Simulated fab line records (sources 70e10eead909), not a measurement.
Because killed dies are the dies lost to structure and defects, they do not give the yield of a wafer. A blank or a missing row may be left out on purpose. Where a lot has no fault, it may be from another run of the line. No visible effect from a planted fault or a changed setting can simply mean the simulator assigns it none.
fab line records | flow nand-harc
record: lots: 6 | wafers: 18 | last-day: 33
route steps=1302 shown A_STAIRCASE@807 END@1302
lots that met no fault: taken from a fault-free run of the same line
start-h: the number of hours between the record's first day and the start of the first shown wafer of the lot | wait-h: hours from the lot's prior step to this one | " as in the row above | L1.1+2: one row covering several wafers at once | - either no value or no given start | * or withheld: withheld | < > ~ a bound
route shown NAME@n: names a module that has steps shown in the file, with the first one's number in the route | usual: mean and standard deviation over wafers with no fault | same: alike in all rows | chamber/n: place in a boat | sites: the reading at each site | _std_site: their standard deviation | _edge_site: the outer-site mean with the inner-site mean subtracted | radius-mm: for every site, how far away it sits from the centre of the wafer | mask NAME#n: copy n | behind: the most recent tool/chamber to have shaped the wafer | hold: what put the lot on hold/how long, in hours/how the hold closed | device: names the non-switching transistor (n, p or np) | end of line: tests of these same wafers at the route's end | where a step has no rows: the recipe by itself | killed: count of dies lost to structure and defects at first sort (not the wafer's yield) | map: shows each die of a wafer: x if killed, . if not, _ if none is there
set.NAME: the setting as run; set.NAME@STEP: as run at that earlier step | model.NAME: the simulator's own value behind a step, which no gauge read
lots at some steps of the route; a table a step, a row a wafer
services: from which hour (start-h, from the record's first day; less than 0 if before it) a tool's chamber was out of use, for how many hours, and why
== steps ==
step: NHARC_A_STAIRCASE_DESCUM_291
recipe: time-s: 3 | o2-flow-sccm: 200 | ar-flow-sccm: 0 | bias-power-w: 0 | chemistry: O2
usual: drypump-motor-current-A: 5.8/0.33 | oes-product-au: 0.997/0.013 | rf-vpp-V: 57.7/0.9 | showerhead-plenum-p-Torr: 1.90/0.087 | throttle-valve-pct: 11.312/0.0091
lot.wafer | tool        | chamber | start-h | wait-h | drypump-motor-current-A | oes-product-au | rf-hours-counter-h | rf-vpp-V | showerhead-plenum-p-Torr | throttle-valve-pct
L658.4    | rie-diel-01 | 2       | 462.03  | -      | 5.9                     | 0.990          | 20                 | 55.8     | 1.87                     | 11.318
L658.2    | "           | 3       | "       | "      | 6.4                     | 0.976          | 22                 | 55.8     | 1.79                     | 11.305
L658.6    | "           | 2       | "       | "      | 5.9                     | 0.990          | -                  | 59.3     | 1.87                     | 11.319
L660.3    | rie-diel-01 | 0       | 496.16  | -      | 5.9                     | 0.991          | 36                 | 56.5     | 1.93                     | 11.310
L660.4    | "           | 2       | "       | "      | 5.9                     | 0.996          | 28                 | 57.7     | 1.87                     | 11.317
L660.2    | "           | 3       | "       | "      | 6.3                     | 0.983          | 31                 | 58.8     | 1.79                     | 11.325
L661.1    | rie-diel-01 | 3       | 503.04  | -      | 6.3                     | 0.994          | 34                 | 58.3     | 1.79                     | 11.314
L661.4    | "           | 1       | "       | "      | 5.7                     | 1.009          | 37                 | 57.3     | 1.97                     | 11.323
L661.2    | "           | 2       | "       | "      | 5.9                     | 1.000          | 31                 | 59.2     | 1.87                     | 11.306
L668.3    | rie-diel-13 | 3       | 549.46  | -      | 5.1                     | 0.970          | 6                  | 57.8     | 1.79                     | 11.301
L668.4    | "           | 0       | "       | "      | 5.9                     | 0.986          | 5                  | 58.1     | 1.96                     | 11.309
L668.6    | "           | 1       | "       | "      | 5.6                     | 0.988          | -                  | 57.8     | 1.97                     | 11.306
L670.1    | rie-diel-13 | 2       | 569.98  | -      | 6.0                     | 0.992          | 13                 | 58.1     | 2.02                     | 11.319
L670.2    | "           | 0       | "       | "      | 5.9                     | 0.998          | 11                 | 56.8     | 1.95                     | 11.316
L670.5    | "           | 3       | "       | "      | 5.1                     | 0.984          | -                  | 57.7     | 1.79                     | 11.300
L673.1    | rie-diel-13 | 1       | 614.11  | -      | 5.5                     | 0.991          | 28                 | 57.8     | 1.96                     | 11.299
L673.2    | "           | 2       | "       | "      | 6.0                     | 0.988          | 28                 | 58.9     | 2.01                     | 11.311
L673.6    | "           | 2       | "       | "      | 6.0                     | 0.997          | -                  | 58.5     | 2.01                     | 11.297
step: NHARC_A_STAIRCASE_ETCH_292
recipe: cf4-flow-sccm: 100 | chf3-flow-sccm: 30 | ar-flow-sccm: 0 | rf-w: 500 | bias-w: 200 | chemistry: CF4/CHF3
usual: cf4-flow-sccm: 100.01/0.3 | chf3-flow-sccm: 30.01/0.086 | drypump-motor-current-A: 5.9/0.32 | oes-product-au: 0.931/0.019 | rf-vpp-V: 370.3/2.5 | showerhead-plenum-p-Torr: 1.56/0.067 | throttle-valve-pct: 16.803/0.0095
lot.wafer | tool        | chamber | start-h | wait-h | cf4-flow-sccm | chf3-flow-sccm | drypump-motor-current-A | oes-product-au | rf-hours-counter-h | rf-vpp-V | showerhead-plenum-p-Torr | throttle-valve-pct
L658.2    | rie-diel-01 | 3       | 462.12  | 0.1    | 99.90         | 30.10          | 6.3                     | 0.916          | 22                 | 367.4    | 1.48                     | 16.818
L658.4    | "           | 1       | "       | "      | 99.79         | 30.02          | 5.6                     | 0.939          | 25                 | 373.5    | 1.62                     | 16.840
L658.6    | "           | 3       | "       | "      | 100.13        | 30.00          | 6.3                     | 0.914          | -                  | 368.0    | 1.48                     | 16.792
L660.2    | rie-diel-01 | 0       | 496.26  | 0.1    | 100.40        | 30.03          | 5.9                     | 0.915          | 36                 | 371.9    | 1.59                     | 16.813
L660.4    | "           | 1       | "       | "      | 100.30        | 30.03          | 5.7                     | 0.931          | 33                 | 371.6    | 1.62                     | 16.806
L660.3    | "           | 2       | "       | "      | 99.93         | 30.02          | 5.9                     | 0.923          | 28                 | 369.6    | 1.54                     | 16.803
L661.4    | rie-diel-01 | 0       | 503.13  | 0.1    | 99.89         | 30.23          | 5.9                     | 0.927          | 39                 | 370.9    | 1.59                     | 16.803
L661.2    | "           | 1       | "       | "      | 100.06        | 30.12          | 5.6                     | 0.939          | 37                 | 372.2    | 1.62                     | 16.811
L661.1    | "           | 2       | "       | "      | 99.66         | 30.06          | 5.9                     | 0.924          | 31                 | 370.0    | 1.54                     | 16.798
L668.3    | rie-diel-13 | 0       | 549.53  | 0.1    | 100.55        | 29.87          | 5.9                     | 0.981          | 5                  | 371.6    | 1.61                     | 16.805
L668.4    | "           | 1       | "       | "      | 99.61         | 29.81          | 5.6                     | 0.953          | 6                  | 371.8    | 1.62                     | 16.799
L668.6    | "           | 0       | "       | "      | 100.34        | 29.96          | 5.9                     | 0.972          | -                  | 372.0    | 1.61                     | 16.796
L670.1    | rie-diel-13 | 3       | 570.06  | 0.1    | 99.71         | 29.98          | 5.1                     | 0.909          | 10                 | 368.1    | 1.48                     | 16.798
L670.2    | "           | 0       | "       | "      | 99.71         | 29.99          | 5.9                     | 0.920          | 11                 | 371.0    | 1.60                     | 16.785
L670.5    | "           | 3       | "       | "      | 99.77         | 29.93          | 5.1                     | 0.909          | -                  | 367.5    | 1.48                     | 16.810
L673.1    | rie-diel-13 | 1       | 614.20  | 0.1    | 100.09        | 29.97          | 5.6                     | 0.913          | 28                 | 373.3    | 1.61                     | 16.796
L673.2    | "           | 2       | "       | "      | 99.78         | 30.10          | 6.1                     | 0.914          | 28                 | 373.7    | 1.65                     | 16.811
L673.6    | "           | 2       | "       | "      | 99.92         | 29.95          | 6.0                     | 0.913          | -                  | 373.3    | 1.65                     | 16.798
step: NHARC_A_STAIRCASE_HM_OPEN_460
recipe: o2-flow-sccm: 400 | cos-flow-sccm: 20 | ar-flow-sccm: 0 | rf-w: 500 | bias-w: 300 | chemistry: O2/COS
step: NHARC_A_STAIRCASE_STRIP_461
recipe: o2-flow-sccm: 400 | cos-flow-sccm: 20 | ar-flow-sccm: 0 | bias-w: 0 | chemistry: O2/COS
step: NHARC_A_STAIRCASE_ETCH_452
recipe: target-depth-a: 300 | overetch-a: 30 | time-s: 16.5 | ion-energy-ev: 100 | cf4-flow-sccm: 80 | o2-flow-sccm: 20 | ar-flow-sccm: 0 | rf-w: 300 | bias-w: 100 | chemistry: CF4/O2
usual: cf4-flow-sccm: 79.98/0.22 | drypump-motor-current-A: 5.8/0.32 | oes_f_703_au: 1.000/0.0045 | oes-product-au: 0.997/0.011 | rf-vpp-V: 197.4/1.4 | showerhead-plenum-p-Torr: 1.32/0.058 | throttle-valve-pct: 13.398/0.0093
lot.wafer | tool        | chamber | start-h | wait-h | cf4-flow-sccm | drypump-motor-current-A | oes_f_703_au | oes-product-au | rf-hours-counter-h | rf-vpp-V | showerhead-plenum-p-Torr | throttle-valve-pct
L658.4    | rie-diel-01 | 3       | -       | -      | 80.05         | 6.3                     | 1.004        | 0.984          | 22                 | 195.2    | 1.25                     | 13.395
L658.2    | "           | 0       | "       | "      | 79.79         | 5.9                     | 0.999        | 0.998          | 27                 | 197.1    | 1.35                     | 13.390
L658.6    | "           | 1       | "       | "      | 79.66         | 5.6                     | 1.005        | 1.011          | -                  | 199.4    | 1.38                     | 13.401
L660.3    | rie-diel-01 | 1       | -       | -      | 80.19         | 5.6                     | 1.000        | 1.011          | 33                 | 199.1    | 1.37                     | 13.406
L660.2    | "           | 2       | "       | "      | 79.93         | 5.9                     | 0.998        | 0.992          | 28                 | 196.9    | 1.31                     | 13.392
L660.4    | "           | 0       | "       | "      | 80.42         | 5.9                     | 1.004        | 0.982          | 36                 | 199.0    | 1.35                     | 13.385
L661.1    | rie-diel-01 | 3       | -       | -      | 79.82         | 6.3                     | 0.999        | 0.986          | 34                 | 196.6    | 1.25                     | 13.407
L661.2    | "           | 1       | "       | "      | 80.01         | 5.7                     | 0.998        | 1.002          | 37                 | 199.7    | 1.37                     | 13.397
L661.4    | "           | 2       | "       | "      | 79.56         | 5.9                     | 0.997        | 0.994          | 31                 | 197.0    | 1.31                     | 13.398
L668.3    | rie-diel-13 | 0       | -       | -      | 80.33         | 5.9                     | 1.000        | 0.994          | 5                  | 198.9    | 1.36                     | 13.397
L668.4    | "           | 1       | "       | "      | 80.08         | 5.6                     | 0.995        | 0.988          | 6                  | 198.1    | 1.37                     | 13.405
L668.6    | "           | 1       | "       | "      | 80.06         | 5.5                     | 0.995        | 0.992          | -                  | 198.7    | 1.37                     | 13.412
L670.2    | rie-diel-13 | 1       | -       | -      | 80.16         | 5.6                     | 0.999        | 0.989          | 13                 | 199.3    | 1.37                     | 13.421
L670.1    | "           | 3       | "       | "      | 79.70         | 5.1                     | 0.995        | 0.981          | 10                 | 195.9    | 1.25                     | 13.389
L670.5    | "           | 2       | "       | "      | 79.93         | 6.0                     | 0.997        | 0.999          | -                  | 200.1    | 1.41                     | 13.417
L673.1    | rie-diel-13 | 3       | -       | -      | 80.02         | 5.1                     | 1.006        | 0.987          | 25                 | 197.2    | 1.25                     | 13.393
L673.2    | "           | 1       | "       | "      | 79.98         | 5.5                     | 1.000        | 0.997          | 28                 | 198.2    | 1.37                     | 13.402
L673.6    | "           | 2       | "       | "      | 80.14         | 6.1                     | 0.993        | 1.007          | -                  | 198.2    | 1.40                     | 13.403
step: NHARC_A_STAIRCASE_ETCH_294
recipe: target-depth-a: 49890 | time-s: 1211.6 | ion-energy-ev: 800 | c4f8-flow-sccm: 80 | o2-flow-sccm: 60 | ar-flow-sccm: withheld | rf-w: 600 | bias-w: 3000 | chemistry: C4F8/O2/Ar
usual: oes-product-au: 0.931/0.012 | rf-vpp-V: 1825/11
lot.wafer | tool        | chamber | start-h | wait-h | oes-product-au | rf-hours-counter-h | rf-vpp-V
L658.4    | rie-diel-01 | 0       | -       | -      | 0.910          | 27                 | 1829
L658.2    | "           | 1       | "       | "      | 0.925          | 25                 | 1835
L658.6    | "           | 2       | "       | "      | 0.928          | -                  | 1822
L660.3    | rie-diel-01 | 0       | -       | -      | 0.920          | 36                 | 1829
L660.4    | "           | 1       | "       | "      | 0.922          | 33                 | 1834
L660.2    | "           | 2       | "       | "      | 0.919          | 29                 | 1821
L661.4    | rie-diel-01 | 3       | -       | -      | 0.922          | 34                 | 1812
L661.1    | "           | 1       | "       | "      | 0.952          | 37                 | 1833
L661.2    | "           | 2       | "       | "      | 0.925          | 31                 | 1822
L668.3    | rie-diel-13 | 3       | -       | -      | 0.926          | 6                  | 1813
L668.4    | "           | 0       | "       | "      | 0.942          | 6                  | 1833
L668.6    | "           | 3       | "       | "      | 0.927          | -                  | 1812
L670.2    | rie-diel-13 | 3       | -       | -      | 0.922          | 11                 | 1811
L670.1    | "           | 0       | "       | "      | 0.940          | 11                 | 1833
L670.5    | "           | 2       | "       | "      | 0.923          | -                  | 1839
L673.2    | rie-diel-13 | 2       | -       | -      | 0.936          | 28                 | 1840
L673.1    | "           | 3       | "       | "      | 0.920          | 26                 | 1811
L673.6    | "           | 1       | "       | "      | 0.945          | -                  | 1833
step: NHARC_A_STAIRCASE_STRIP_295
recipe: o2-flow-sccm: 500 | ar-flow-sccm: 0 | bias-w: 0 | chemistry: O2
usual: drypump-motor-current-A: 5.9/0.33 | oes-product-au: 0.998/0.012 | rf-vpp-V: 57.7/0.84 | showerhead-plenum-p-Torr: 3.51/0.15 | throttle-valve-pct: 17.036/0.0094
lot.wafer | tool        | chamber | start-h | wait-h | drypump-motor-current-A | oes-product-au | rf-hours-counter-h | rf-vpp-V | showerhead-plenum-p-Torr | throttle-valve-pct
L658.2    | rie-diel-01 | 2       | -       | -      | 6.0                     | 0.998          | 21                 | 59.0     | 3.46                     | 17.032
L658.4    | "           | 1       | "       | "      | 5.7                     | 1.007          | 25                 | 59.2     | 3.63                     | 17.039
L658.6    | "           | 2       | "       | "      | 5.9                     | 1.002          | -                  | 57.9     | 3.46                     | 17.039
L660.4    | rie-diel-01 | 2       | -       | -      | 6.0                     | 1.000          | 29                 | 57.9     | 3.45                     | 17.030
L660.3    | "           | 3       | "       | "      | 6.3                     | 0.984          | 32                 | 57.2     | 3.32                     | 17.038
L660.2    | "           | 0       | "       | "      | 5.9                     | 0.988          | 37                 | 58.9     | 3.55                     | 17.043
L661.4    | rie-diel-01 | 3       | -       | -      | 6.3                     | 0.978          | 35                 | 57.2     | 3.32                     | 17.030
L661.2    | "           | 1       | "       | "      | 5.7                     | 1.011          | 37                 | 58.1     | 3.62                     | 17.023
L661.1    | "           | 2       | "       | "      | 5.9                     | 0.990          | 32                 | 57.8     | 3.45                     | 17.030
L668.3    | rie-diel-13 | 3       | -       | -      | 5.1                     | 0.987          | 6                  | 57.0     | 3.32                     | 17.038
L668.4    | "           | 1       | "       | "      | 5.6                     | 0.994          | 7                  | 57.2     | 3.63                     | 17.033
L668.6    | "           | 0       | "       | "      | 5.9                     | 1.000          | -                  | 57.2     | 3.60                     | 17.036
L670.1    | rie-diel-13 | 1       | -       | -      | 5.6                     | 0.987          | 14                 | 57.3     | 3.62                     | 17.034
L670.2    | "           | 2       | "       | "      | 6.1                     | 0.999          | 14                 | 58.9     | 3.71                     | 17.012
L670.5    | "           | 0       | "       | "      | 5.9                     | 0.993          | -                  | 58.5     | 3.60                     | 17.031
L673.2    | rie-diel-13 | 1       | -       | -      | 5.6                     | 0.986          | 28                 | 56.7     | 3.61                     | 17.034
L673.1    | "           | 2       | "       | "      | 6.1                     | 0.993          | 29                 | 57.3     | 3.70                     | 17.027
L673.6    | "           | 1       | "       | "      | 5.6                     | 0.990          | -                  | 57.8     | 3.61                     | 17.028
step: NHARC_A_STAIRCASE_STRIP_296
recipe: time-s: 900 | temp-c: 130 | chemistry: SPM
step: NHARC_A_STAIRCASE_PRECLEAN_297
recipe: time-s: * | temp-c: 50 | bath-age-min: 0 | chemistry: SC1
step: NHARC_A_STAIRCASE_SRD_298
step: NHARC_A_STAIRCASE_HM_DEP_462
recipe: target-thk-a: 8000 | temp-c: 400 | material: aC
step: NHARC_A_STAIRCASE_DEP_301
recipe: target-thk-a: 300 | target-thk-nm: 30 | temp-c: 400 | pressure-torr: 3.5 | flow-sccm: 200 | rf-w: 350 | material: SiON
usual: heater-power-outer-w: 465/54 | heater-power-w: 802/90 | rf-fwd-power-W: 348.4/1.3 | showerhead-vpp-V: 1153/57
lot.wafer | tool     | chamber | start-h | wait-h | heater-power-outer-w | heater-power-w | rf-fwd-power-W | showerhead-vpp-V
L658.2    | pecvd-03 | 1       | 466.28  | 1.3    | 431                  | 758            | 487.8          | 1442
L658.6    | "        | 0       | "       | "      | 424                  | 663            | 488.0          | 1367
L658.4    | "        | 1       | "       | "      | 433                  | 740            | 487.9          | 1436
L660.2    | pecvd-03 | 1       | 500.27  | 1.3    | 439                  | 771            | 490.0          | 1396
L660.3    | "        | 2       | "       | "      | 380                  | 680            | 487.5          | 1393
L660.4    | "        | 1       | "       | "      | 440                  | 775            | 490.4          | 1435
L661.1    | pecvd-04 | 0       | 509.28  | 1.6    | 382                  | 718            | 348.6          | 1101
L661.2    | "        | 2       | "       | "      | 478                  | 805            | 348.7          | 1235
L661.4    | "        | 0       | "       | "      | 377                  | 715            | 347.8          | 1095
L668.3    | pecvd-04 | 2       | 554.52  | 1.0    | 516                  | 829            | 347.2          | 1218
L668.6    | "        | 2       | "       | "      | 495                  | 833            | 348.2          | 1214
L668.4    | "        | 0       | "       | "      | 478                  | 859            | 347.6          | 1089
L670.2    | pecvd-03 | 0       | 576.43  | 1.2    | 500                  | 765            | 347.8          | 1129
L670.1    | "        | 1       | "       | "      | 429                  | 741            | 349.9          | 1213
L670.5    | "        | 0       | "       | "      | 481                  | 763            | 348.8          | 1143
L673.2    | pecvd-01 | 1       | 623.07  | 1.3    | 502                  | 854            | 346.9          | 1027
L673.1    | "        | 2       | "       | "      | 449                  | 773            | 349.3          | 1146
L673.6    | "        | 2       | "       | "      | 439                  | 792            | 350.2          | 1177
step: NHARC_A_STAIRCASE_DEHYDRATE_302
recipe: temp-c: 150 | time-s: 120
step: NHARC_END_SORT_01
recipe: temp-c: 25
usual: killed-at-array: 54/21 | killed-at-other: 0.9/1.1 | killed-at-periphery: 3.5/2.5 | killed-dies: 58/21 | killed-open: 3.3/1.9 | killed-short: 2.6/1.8
same: gross-dies: 677
lot.wafer | tool      | chamber | start-h | wait-h | killed-at-array | killed-at-other | killed-at-periphery | killed-dies | killed-open | killed-short
L658.2    | prober-01 | 0       | 643.29  | 2.8    | 69              | 1               | 1                   | 71          | 3           | 3
L658.4    | prober-01 | 0       | 644.89  | 3.4    | 94              | 0               | 1                   | 95          | 3           | 1
L658.6    | prober-01 | 0       | 646.50  | 4.0    | 72              | 0               | 3                   | 75          | 0           | 3
L670.1    | prober-02 | 0       | 747.94  | 2.5    | 68              | 0               | 2                   | 70          | 2           | 0
L670.2    | prober-02 | 0       | 748.74  | 2.8    | 90              | 0               | 1                   | 91          | 5           | 2
L670.5    | prober-02 | 0       | 751.13  | 3.7    | 80              | 1               | 4                   | 85          | 11          | 2
killed by level:class
L658.2 A_CHANNEL_HOLE_D2:chamber-film-flake=24 A_CHANNEL_HOLE_D1:chamber-film-flake=18 A_SLIT:chamber-film-flake=16 A_CONTACT:chamber-film-flake=3 A_SOURCE_PLATE:geometric-particle:short=1 A_CHANNEL_FILL_D1:geometric-particle:open=1 A_DECK1_JOINT:geometric-particle:short=1 A_WL_FILL:geometric-particle:open=1
L658.4 A_CHANNEL_HOLE_D2:chamber-film-flake=31 A_CHANNEL_HOLE_D1:chamber-film-flake=29 A_SLIT:chamber-film-flake=26 A_STAIRCASE:chamber-film-flake=3 P_CONTACT:geometric-particle:open=1 A_CHANNEL_HOLE_D1:geometric-particle:open=1 A_ONON_D2:geometric-particle:open=1 A_CHANNEL_FILL_D2:geometric-particle:short=1
L658.6 A_CHANNEL_HOLE_D2:chamber-film-flake=27 A_SLIT:chamber-film-flake=23 A_CHANNEL_HOLE_D1:chamber-film-flake=16 A_ZERO_WELL:chamber-film-flake=2 P_M0:geometric-particle:short=1 A_WL_FILL:geometric-particle:short=1 A_BLC:geometric-particle:short=1 P_GATE:chamber-film-flake=1
L670.1 A_CHANNEL_HOLE_D1:chamber-film-flake=35 A_SLIT:chamber-film-flake=18 A_CHANNEL_HOLE_D2:chamber-film-flake=7 A_CONTACT:chamber-film-flake=3 A_CHANNEL_FILL_D1:chamber-film-flake=2 A_DECK1_JOINT:chamber-film-flake=2 P_M0:geometric-particle:open=1 A_ONON_D1:geometric-particle:open=1
L670.2 A_CHANNEL_HOLE_D1:chamber-film-flake=39 A_SLIT:chamber-film-flake=22 A_CHANNEL_HOLE_D2:chamber-film-flake=19 A_WL_FILL:chamber-film-flake=3 P_M2:geometric-particle:open=1 A_ONON_D1:geometric-particle:short=1 A_CHANNEL_FILL_D1:geometric-particle:short=1 A_CHANNEL_FILL_D2:geometric-particle:open=1
L670.5 A_CHANNEL_HOLE_D1:chamber-film-flake=29 A_SLIT:chamber-film-flake=18 A_CHANNEL_HOLE_D2:chamber-film-flake=16 A_M0:geometric-particle:open=5 A_CONTACT:chamber-film-flake=3 P_CONTACT:geometric-particle:open=2 A_DECK1_JOINT:chamber-film-flake=2 A_WL_FILL:chamber-film-flake=2
== services ==
tool        | chamber | start-h | hours | kind
rie-diel-01 | 0       | 439.73  | -     | clean
rie-diel-01 | 1       | 439.73  | -     | clean
rie-diel-01 | 2       | 439.73  | -     | clean
rie-diel-01 | 3       | 439.73  | -     | clean
pecvd-01    | -       | 442.86  | 3.3   | repair
rie-diel-13 | 0       | 450.35  | -     | clean
rie-diel-13 | 1       | 450.35  | -     | clean
rie-diel-13 | 2       | 450.35  | -     | clean
rie-diel-13 | 3       | 450.35  | -     | clean
pecvd-04    | -       | 450.39  | 13.0  | pm
pecvd-04    | -       | 463.51  | 1.0   | repair
rie-diel-01 | 0       | 464.23  | -     | clean
rie-diel-01 | 1       | 464.23  | -     | clean
rie-diel-01 | 2       | 464.23  | -     | clean
rie-diel-01 | 3       | 464.23  | -     | clean
rie-diel-13 | 1       | 485.28  | 3.4   | repair
pecvd-01    | -       | 500.14  | 13.0  | pm
rie-diel-13 | 3       | 517.00  | 2.9   | repair
rie-diel-13 | 2       | 518.14  | 4.1   | repair
rie-diel-13 | -       | 520.08  | 9.0   | pm
pecvd-03    | -       | 547.24  | 13.0  | pm
rie-diel-01 | -       | 557.83  | 9.0   | pm
rie-diel-01 | 2       | 573.91  | 10.4  | repair
rie-diel-13 | -       | 586.75  | 0.2   | repair
== key ==
first-sign: step: NHARC_A_STAIRCASE_DEP_301 | reading: rf-fwd-power-W | direction: up | sigmas: 99+ | usual: * | struck: *
effect: step: NHARC_A_STAIRCASE_DEP_301 | reading: showerhead-vpp-V | direction: up | sigmas: 4.6 | usual: 1153 | struck: 1412
met-at NHARC_A_STAIRCASE_DEP_301
struck-wafers L658.2,L658.4,L658.6,L660.2,L660.3,L660.4
tester-left-out L658,L660
fault: kind: process-parameter-drift | tool: pecvd-03 | chamber: - | onset-h: 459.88 | steps: NHARC_A_STAIRCASE_DEP_301 | channel: rf-w | offset: * | shape: step | end-h: 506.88 | acts-in: * | stated: *
tester-left-out: of these lots the tester's yield and bins aren't shown, on N5 and GAA mostly nor the transistor test; their killed dies are dies lost to structure and defects alone, not to doping, threshold or leakage, so they don't give the yield
